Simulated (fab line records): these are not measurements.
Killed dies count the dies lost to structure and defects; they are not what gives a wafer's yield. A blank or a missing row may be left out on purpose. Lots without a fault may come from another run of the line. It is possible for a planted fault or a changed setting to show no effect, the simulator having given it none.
fab line records -- flow n5-finfet
record: lots: 4, wafers: 12, last-day: 18
route steps=1938 shown HKMG_FIN@406 BEOL_M4@1111 PASSIVATION@1936
lots untouched by any fault: they come from a run of this same line in which no faults occurred
start-h: hours from the record's opening day to when the first of the lot's shown wafers began -- wait-h: hours since the lot's step before -- " repeats the value in the row above -- L1.1+2: one row covering several wafers at once -- - either no value or no given start -- * or withheld: withheld -- < > ~ a bound
route shown NAME@n: NAME is a module with steps in the file, n the number in the route of the first one -- usual: average and standard deviation across the fault-free wafers -- same: alike in all rows -- chamber/n: place in a boat -- sites: readings site by site -- _std_site: how widely they spread, as a standard deviation -- _edge_site: mean of outer sites minus mean of inner sites -- radius-mm: for every site, how far away it sits from the centre of the wafer -- mask NAME#n: copy n -- behind: the tool/chamber that last shaped the wafer -- hold: reason for holding the lot/hours on hold/outcome of the hold -- device: transistor that didn't switch, given as n, p or np -- end of line: the route-end tests of the same wafers -- a step given without rows: its recipe and nothing more -- killed: the dies lost at the first sort to structure and to defects; this is not the yield of the wafer -- map: shows each die of a wafer: x if killed, . if not, _ if none is there
set.NAME: the setting as run; set.NAME@STEP: as run at that earlier step -- model.NAME: the simulator's own value behind a step, which no gauge read
a table for each step, a row for each wafer; lots at some steps of the route
services: from which hour (start-h, from the record's first day; less than 0 if before it) a tool's chamber was out of use, for how many hours, and why
== steps ==
step: N5_HKMG_FIN_ETCH_58
recipe: chemistry: N2/H2, target: SOC, target-depth-a: 2158, ion-energy-ev: 50, bias-w: 13, time-s: 741, pressure-mtorr: 30, source-w: 875, n2-flow-sccm: 200, h2-flow-sccm: 200
step: N5_HKMG_FIN_STRIP_93
recipe: chemistry: N2/H2, material: SOC, time-s: 20, power-w: 500, temp-c: 40, pressure-mtorr: 50, rf-frequency-hz: 6e+07, bias-power-w: 8, h2-frac: 0.5, n2-flow-sccm: 300, h2-flow-sccm: 300
step: N5_HKMG_FIN_WET_ETCH_76
recipe: chemistry: dNH4OH, mix: 1:50, temp-c: 25, target: Al2O3, stop-on: La2O3, target-depth-nm: 2.25, dry: ipa-marangoni, rinse-time-s: 30, rinse-temp-c: 23
step: N5_HKMG_FIN_STRIP_60
recipe: chemistry: N2/H2, power-w: 2500, temp-c: 300, h2-frac: 0.65, time-s: 360, pressure-mtorr: withheld, n2-flow-sccm: 1750, h2-flow-sccm: 3250
step: N5_HKMG_FIN_WET_ETCH_77
recipe: chemistry: dHCl, mix: 1:10000, temp-c: 25, target: La2O3, stop-on: HfO2, target-depth-nm: 2
step: N5_HKMG_FIN_WET_ETCH_78
recipe: chemistry: dNH4OH, mix: 1:50, temp-c: 25, target: Al2O3, stop-on: La2O3, target-depth-nm: 4.5, dry: ipa-marangoni, rinse-time-s: 30, rinse-temp-c: 23
step: N5_HKMG_FIN_ALD_79
recipe: material: TiN, target-thk-a: 15, temp-c: 400, ald-precursor-family: TiCl4, ald-co-reactant: NH3, pulse-time-s: 1, purge-time-s: 3, co-reactant-purge-time-s: 2, co-reactant-pulse-time-s: 2, ald-cycles: 68, pressure-torr: 3
step: N5_HKMG_FIN_CVD_62
recipe: material: a-Si, target-thk-a: 30, temp-c: 500, precursor: Si2H6, pressure-torr: 1, time-s: 20.8
step: N5_HKMG_FIN_RTA_80
recipe: temp-c: withheld, time-s: 2, ambient: N2, idle-temp-c: 600, ramp-up-c-per-s: 150, ramp-down-c-per-s: 60, cool-to-c: 600
step: N5_HKMG_FIN_PRECLEAN_64
recipe: chemistry: dHF, time-s: 30, temp-c: 25, dilution: withheld
step: N5_HKMG_FIN_WET_ETCH_65
recipe: chemistry: TMAH, temp-c: 70, conc-wt-pct: 5, target: a-Si, stop-on: TiN, time-s: 49, target-depth-nm: 3
step: N5_HKMG_FIN_WET_ETCH_81
recipe: chemistry: SC1, target: TiN, stop-on: HfO2, mix: 1:1:5, temp-c: 60, time-s: 57, target-depth-nm: 6
step: N5_HKMG_FIN_WET_ETCH_82
recipe: chemistry: dHCl, mix: 1:10000, temp-c: 25, target: La2O3, stop-on: HfO2, target-depth-nm: 2, dry: ipa-marangoni, rinse-time-s: 30, rinse-temp-c: 23
lot.wafer,tool,chamber,start-h,wait-h
L163.2+4+6,wet-bench-06,"5,7,4",105.84,0.0
L170.1+5+6,wet-bench-06,"4,2,1",151.39,0.0
L177.1+3+5,wet-bench-06,"2,3,0",189.13,0.0
L181.2+3+6,wet-bench-05,"6,5,4",211.58,0.0
step: N5_HKMG_FIN_ALD_36
recipe: material: TiN, target-thk-a: 10, temp-c: 400, ald-precursor-family: TiCl4, ald-co-reactant: NH3, pulse-time-s: 1, purge-time-s: 3, co-reactant-purge-time-s: 2, co-reactant-pulse-time-s: 2, ald-cycles: 47, pressure-torr: 3
step: N5_HKMG_FIN_PWFM_ALD_03
recipe: material: TiN, target-thk-a: 20, temp-c: 400, ald-precursor-family: TiCl4, ald-co-reactant: NH3, pulse-time-s: 1, purge-time-s: 3, co-reactant-purge-time-s: 2, co-reactant-pulse-time-s: 2, ald-cycles: 91, pressure-torr: 3
step: N5_HKMG_FIN_COAT_29
recipe: resist: SOC, temp-c: 250, time-s: 60, spin-rpm: 1500, resist-thk-nm: 300
step: N5_HKMG_FIN_COAT_30
recipe: resist: SiARC, temp-c: 220, time-s: 60, spin-rpm: 1500, resist-thk-nm: 35
step: N5_HKMG_FIN_COAT_06
recipe: resist: CAR-ArF, spin-rpm: 1500, resist-thk-nm: 90
step: N5_HKMG_FIN_EBR_08
recipe: solvent: PGMEA, ebr-width-mm: 1.5
step: N5_HKMG_FIN_SOFTBAKE_07
recipe: temp-c: 110, time-s: 60, resist: CAR-ArF
step: N5_HKMG_FIN_EXPOSE_09
recipe: mask-id: NWFM, na: 1.35, source-shape: conventional, sigma-outer: 0.8, polarization: unpolarized, dose-mj: 39.25
step: N5_HKMG_FIN_PEB_10
recipe: peb-temp-c: withheld, peb-time-s: 60, resist: CAR-ArF
step: N5_HKMG_FIN_DEVELOP_11
recipe: develop-time-s: 30, developer: TMAH, resist: CAR-ArF, dev-temp-c: 23, rinse-liquid: diw, dry: air-spin
step: N5_HKMG_FIN_INSPECT_14
recipe: mode: adi, inspect-instrument: macro
usual: raw-defect-count: 2.2/1.4
lot.wafer,tool,chamber,start-h,wait-h,raw-defect-count
L163.2,defect-inspect-01,-,107.13,0.0,3
L163.4,defect-inspect-01,-,107.13,0.0,1
L163.6,defect-inspect-01,-,107.13,0.0,2
L170.1,defect-inspect-02,-,152.69,0.0,>300
L170.5,defect-inspect-02,-,152.69,0.0,>300
L170.6,defect-inspect-02,-,152.69,0.0,>300
L177.1,defect-inspect-02,-,190.27,0.0,>300
L177.3,defect-inspect-02,-,190.27,0.0,>300
L177.5,defect-inspect-02,-,190.27,0.0,>300
L181.2,defect-inspect-01,-,212.73,0.0,2
L181.3,defect-inspect-01,-,212.73,0.0,3
L181.6,defect-inspect-01,-,212.73,0.0,4
step: N5_HKMG_FIN_DESCUM_17
recipe: chemistry: O2, time-s: 7.9, source-power-w: 50, bias-power-w: 20, pressure-mtorr: 20, rf-frequency-hz: 2.712e+07, temp-c: 40, resist: CAR-ArF, o2-flow-sccm: 225
step: N5_BEOL_M4_RC_MEAS_101
usual: DIBL_N: 36.2/1.7, DIBL_P: 36.2/2.2, IOFF_N: 0.16/0.035, IOFF_P: 0.21/0.042, ION_N: 673/13, ION_P: 462/7.9, SS_N: 71.4/0.59, SS_P: 73.2/0.7, VT_N: 250/3.6, VT_P: -251/3.5
lot.wafer,tool,chamber,start-h,wait-h,DIBL_N[mV/V],DIBL_P[mV/V],IOFF_N[nA/um],IOFF_P[nA/um],ION_N[uA/um],ION_P[uA/um],SS_N[mV/dec],SS_P[mV/dec],VT_N[mV],VT_P[mV]
L163.2,prober-01,0,188.80,0.2,39.6,38.3,0.23,0.27,694,476,72.3,74.5,244,-246
L163.4,prober-01,0,188.80,0.2,35.0,34.4,0.12,0.20,647,460,71.2,72.3,253,-250
L163.6,prober-01,0,188.80,0.2,39.2,39.1,0.21,0.30,688,468,72.3,74.3,246,-245
L170.1,prober-02,0,244.11,0.0,36.4,36.5,0.14,0.18,672,457,70.7,73.1,250,-256
L170.5,prober-02,0,244.11,0.0,36.0,36.5,0.13,0.18,668,458,70.6,74.5,250,-254
L170.6,prober-02,0,244.11,0.0,36.7,36.5,0.15,0.19,678,465,71.2,73.4,253,-253
L177.1,prober-01,0,287.80,0.0,37.7,35.8,0.18,0.20,674,459,70.9,72.5,249,-249
L177.3,prober-01,0,287.80,0.0,38.4,36.5,0.17,0.21,670,454,71.9,73.7,251,-252
L177.5,prober-01,0,287.80,0.0,36.7,34.2,0.15,0.18,659,451,71.3,73.1,253,-251
L181.2,prober-01,0,305.94,0.2,34.3,34.9,0.13,0.15,668,447,70.6,72.8,256,-258
L181.3,prober-01,0,305.94,0.2,37.6,38.2,0.20,0.19,685,456,72.2,74.1,248,-254
L181.6,prober-01,0,305.94,0.2,36.9,38.7,0.19,0.20,686,454,72.1,73.7,247,-256
step: N5_PASSIVATION_PROBE_49
usual: defect-limited-yield: 91.4/1.4, killed_at_M0_to_M3: 31/10, killed_at_M4_up: 14/5.6, killed-at-contacts: 13/6.3, killed-at-front-end: 39/10, killed-at-other: 4/3.1, killed-dies: 101/16, killed-open: 65/13, killed-short: 34/7.2, sort_bin_5_function: 5.1/0.88, sort_bin_6_memory: 3.2/0.66, sort-n-pass: 1079/16, sort-yield-pct: 91.4/1.4
same: gross-dies: 1180, killed-at-back-side: 0, sort_bin_4_leakage[%]: 0, sort_bin_8_speed[%]: 0
lot.wafer,tool,chamber,start-h,wait-h,defect-limited-yield[%],killed_at_M0_to_M3,killed_at_M4_up,killed-at-contacts,killed-at-front-end,killed-at-other,killed-dies,killed-open,killed-short,sort_bin_5_function[%],sort_bin_6_memory[%],sort-n-pass,sort-yield-pct[%]
L170.1,prober-01,-,346.54,0.0,78.2,31,13,21,191,1,257,77,26,13.7,4.1,923,78.2
L170.5,prober-01,-,346.74,0.2,79.7,21,12,14,190,3,240,63,28,11.9,3.8,940,79.7
L170.6,prober-01,-,346.79,0.3,78.0,41,13,25,180,1,260,70,35,12.3,5.1,920,78.0
L177.1,prober-01,-,388.30,0.0,79.3,29,15,10,190,0,244,58,35,10.9,5.5,936,79.3
L177.3,prober-01,-,388.40,0.1,83.9,11,16,9,151,3,190,38,18,9.4,2.5,990,83.9
L177.5,prober-01,-,388.50,0.2,82.4,20,11,17,159,1,208,49,35,11.1,3.1,972,82.4
killed by level:class
L170.1 HKMG_FIN:unspecified=154 MOL_CONTACT_COAG:geometric-particle:open=19 BEOL_M4:geometric-particle:open=11 BEOL_M0_SAQP:geometric-particle:open=10 FIN_SAQP:geometric-particle:open=6 FIN_SAQP:geometric-particle:short=6 BEOL_M2:geometric-particle:open=6 BEOL_M0_SAQP:geometric-particle:short=5
L170.5 HKMG_FIN:unspecified=144 MOL_CONTACT_COAG:geometric-particle:open=12 FIN_SAQP:geometric-particle:open=8 FIN_SAQP:geometric-particle:short=8 STI_FIN_REVEAL:geometric-particle:open=8 BEOL_M0_SAQP:geometric-particle:open=7 STARTING-WAFER:geometric-particle:open=5 BEOL_M0_SAQP:geometric-particle:short=4
L170.6 HKMG_FIN:unspecified=155 MOL_CONTACT_COAG:geometric-particle:open=20 BEOL_M0_SAQP:geometric-particle:short=9 BEOL_M0_SAQP:geometric-particle:open=8 BEOL_M4:geometric-particle:open=7 FIN_SAQP:geometric-particle:short=6 BEOL_M3:geometric-particle:open=6 MOL_CONTACT_COAG:geometric-particle:short=5
L177.1 HKMG_FIN:unspecified=150 STI_FIN_REVEAL:geometric-particle:open=14 MOL_CONTACT_COAG:geometric-particle:open=8 BEOL_M3:geometric-particle:open=7 BEOL_M4:geometric-particle:open=7 BEOL_M3:geometric-particle:short=5 FIN_SAQP:geometric-particle:short=4 BEOL_M0_SAQP:geometric-particle:short=4
L177.3 HKMG_FIN:unspecified=134 MOL_CONTACT_COAG:geometric-particle:open=9 BEOL_M4:geometric-particle:open=8 STARTING-WAFER:geometric-particle:open=4 FIN_SAQP:geometric-particle:short=3 STI_FIN_REVEAL:geometric-particle:open=3 GATE_CUT:geometric-particle:short=3 BEOL_M0_SAQP:geometric-particle:short=3
L177.5 HKMG_FIN:unspecified=124 MOL_CONTACT_COAG:geometric-particle:open=12 BEOL_M0_SAQP:geometric-particle:short=6 ILD0:geometric-particle:short=5 MOL_CONTACT_COAG:geometric-particle:short=5 STARTING-WAFER:geometric-particle:open=5 ILD0:geometric-particle:open=4 BEOL_M0_SAQP:geometric-particle:open=4
map L170.6 (x killed, . not)
_________________.xx.........________________
______________..xx..........x..._____________
___________.................x...x..__________
__________x...xx........x..........._________
________................xx............_______
_______......x...x.....................______
______x...................x....x........_____
_____.x.............x....................____
____........x.x.........x......xxx...x....___
___.....x..........xx...................x.x__
___.......x......xx........xx...x......x...__
__.x.........x.....x.....x.............xx..._
__.........................................._
_..x..x......................................
_..x..............x.x..............x.........
_........x..x.........x.xxx.x................
_......x...x.x.......x............x..........
_.....................x......................
_..x......x..x.................x.............
_...x...x...x..x..xxx.......x......x.........
_.......xxxxxxxxxxxx..........x.........x....
__.x...xx.xxxxxxxx.xx.........xx............_
__.x....xxxxxxxxxxxx..x..xx................._
___.xxxxxxxxxxxxxxxx.x..........x........x.__
___...xxxxxxxxxxxxx.xx......x...x..........__
____.xxxxxxxxxxxxxxxx.....................___
_____xxxxxxxxxxxxxxx.x.x.x..........x....____
______.xxxxxxxxxxxxxxx.......x..x......x_____
_______xxxxxxxxxxxxxx.x.........x...xx.______
________xxxxxxxxxxx...x.x...x........._______
__________xxxxxxxxx..............x.._________
___________.xx...x.x...............__________
______________.........x........_____________
_________________.xx.........________________
map L177.1 (x killed, . not)
_________________...........x________________
______________............xx...._____________
___________.........x.......xx.....__________
__________.........................._________
________....x.......x..x..x.........x._______
_______xx...x...x............xxxx.x.x..______
______..x.....x...x.......xxx.xxxxxxxx.._____
_____......................xxxxxxxxxxxxxx____
____...........x.....x...x.xxxxxxxxxxxx..x___
___.....x........x..x....xxxxxxxxxxxxxxxx.x__
___...x.x..x..............xxxxxxxxxxxxxx.x.__
__............x.x.........xxxxxxxxxxxxxxx..._
__..................x...x.xxxxxxxxxxxxx.xxx._
_..................x...x.x.xxxxxxxxxxxxx.....
_x....x.xx...x...x...x.....xxxxxxxxxx.xx..x..
_x......x.........x......x.xxx.xxxxxxxxx.x...
_.........................xx..xxxx.xxx.x.....
_..x..........x...................xx.........
_.x.............................x............
_.x....x.....x...x.x...............x.........
_...x....x................x.......x..........
__.......x.............x...................._
__x..............x.........................._
___x.....xx.......x.....xx.......x.........__
___........................................__
____............................x.........___
_____.............x................x.....____
______.........x.........x........x....._____
_______.......x..........x.............______
________..........x...x.x............._______
__________..x............x.........x_________
___________........................__________
______________.................._____________
_________________........xx..________________
== services ==
tool,chamber,start-h,hours,kind
wet-bench-06,-,183.07,1.5,repair
== key ==
first-sign: step: N5_HKMG_FIN_INSPECT_14, reading: raw-defect-count, direction: up, sigmas: 99+, usual: 2.2, struck: >300
effect: step: N5_PASSIVATION_PROBE_49, reading: killed-at-front-end, direction: up, sigmas: 13, usual: 39, struck: 177
more-kills-born-at: N5_HKMG_FIN_WET_ETCH_82@wet-bench-06: 861
met-at N5_HKMG_FIN_WET_ETCH_82
struck-wafers L170.1,L170.5,L170.6,L177.1,L177.3,L177.5
onset-between 105.84 151.39
fault: kind: chamber-particle-source, tool: wet-bench-06, chamber: -, onset-h: 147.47, steps: N5_HKMG_FIN_WET_ETCH_82, rate-per-visit-cm2: 1.8724, end-h: 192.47
